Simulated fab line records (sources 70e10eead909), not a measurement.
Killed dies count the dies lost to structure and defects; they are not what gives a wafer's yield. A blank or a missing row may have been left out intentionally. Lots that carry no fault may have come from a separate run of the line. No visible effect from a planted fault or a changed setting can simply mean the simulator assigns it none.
Matching of chambers	flow nand_harc	rie_diel-08 running NHARC_A_CONTACT_ETCH_90: 4 sister chambers
The step etches the open film in CH3F/O2, target depth 40 nm, time 85.7 s. 24 wafers are shown with their chamber, then 12 later ones without.

## WAFERS PAIRED WITH THEIR CHAMBERS
wafer	chamber	showerhead_plenum_p_Torr (Torr)	rf_vpp_V (V)	throttle_valve_pct (%)
L074.3	0	2.49	244.2	20.660
L074.4	2	2.33	243.0	20.666
L074.6	1	2.60	246.6	20.666
L076.2	1	2.60	247.4	20.671
L076.4	3	2.49	245.2	20.646
L076.5	3	2.49	244.1	20.664
L078.1	2	2.33	241.7	20.657
L078.4	0	2.48	244.5	20.666
L078.6	0	2.48	245.2	20.656
L077.1	1	2.60	246.5	20.654
L077.5	3	2.49	244.8	20.651
L077.6	0	2.48	246.5	20.653
L080.3	1	2.60	246.6	20.660
L080.5	3	2.49	243.6	20.669
L080.6	2	2.32	241.8	20.658
L079.2	3	2.48	244.4	20.668
L079.4	2	2.32	241.4	20.667
L079.6	2	2.32	243.5	20.665
L082.2	2	2.32	242.0	20.667
L082.4	3	2.48	244.4	20.669
L082.5	2	2.32	244.6	20.667
L085.3	0	2.48	243.7	20.648
L085.4	1	2.59	247.4	20.657
L085.6	0	2.48	243.9	20.665

SIGNATURES, as means of the wafers listed above
reading	chamber 0	chamber 1	chamber 2	chamber 3	scatter within a chamber
showerhead_plenum_p_Torr	2.4817	2.5980	2.3229	2.4867	0.00469
rf_vpp_V	244.667	246.900	242.571	244.417	0.894
throttle_valve_pct	20.65800	20.66160	20.66386	20.66117	0.00729
Rule: a wafer's distance from a chamber is the root of the sum, over the readings, of the square of ((its reading less the chamber's mean) divided by the reading's scatter). If the next closest chamber is less than 2 further off than the closest, the wafer can't be placed; otherwise it belongs to the closest. The scatter: the root of (the sum of the squares of (reading less its chamber's mean) over the shown wafers, divided by (wafers less chambers)).

## WAFERS WHOSE CHAMBER IS MISSING
wafer	showerhead_plenum_p_Torr (Torr)	rf_vpp_V (V)	throttle_valve_pct (%)
L086.1	2.32	241.6	20.670
L086.2	2.47	244.2	20.667
L086.6	2.59	246.6	20.662
L088.2	2.47	244.9	20.654
L088.4	2.59	247.3	20.662
L088.5	2.59	246.2	20.652
L089.3	2.31	241.9	20.665
L089.4	2.47	244.0	20.670
L089.5	2.47	244.9	20.652
L096.4	2.46	243.9	20.676
L096.5	2.57	245.6	20.675
L096.6	2.30	242.3	20.658

## CHAMBER TAKEN BY EACH
wafer	from the rows above	in truth
L086.1	2	2
L086.2	can't be placed: 0 or 3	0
L086.6	1	1
L088.2	can't be placed: 0 or 3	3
L088.4	1	1
L088.5	1	1
L089.3	2	2
L089.4	can't be placed: 0 or 3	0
L089.5	can't be placed: 0 or 3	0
L096.4	can't be placed: 0 or 3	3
L096.5	1	1
L096.6	2	2
Placed correctly: 7 of 12. These rows do not allow placing 5 (true chamber among the candidates in 5). 0 placed wrongly.
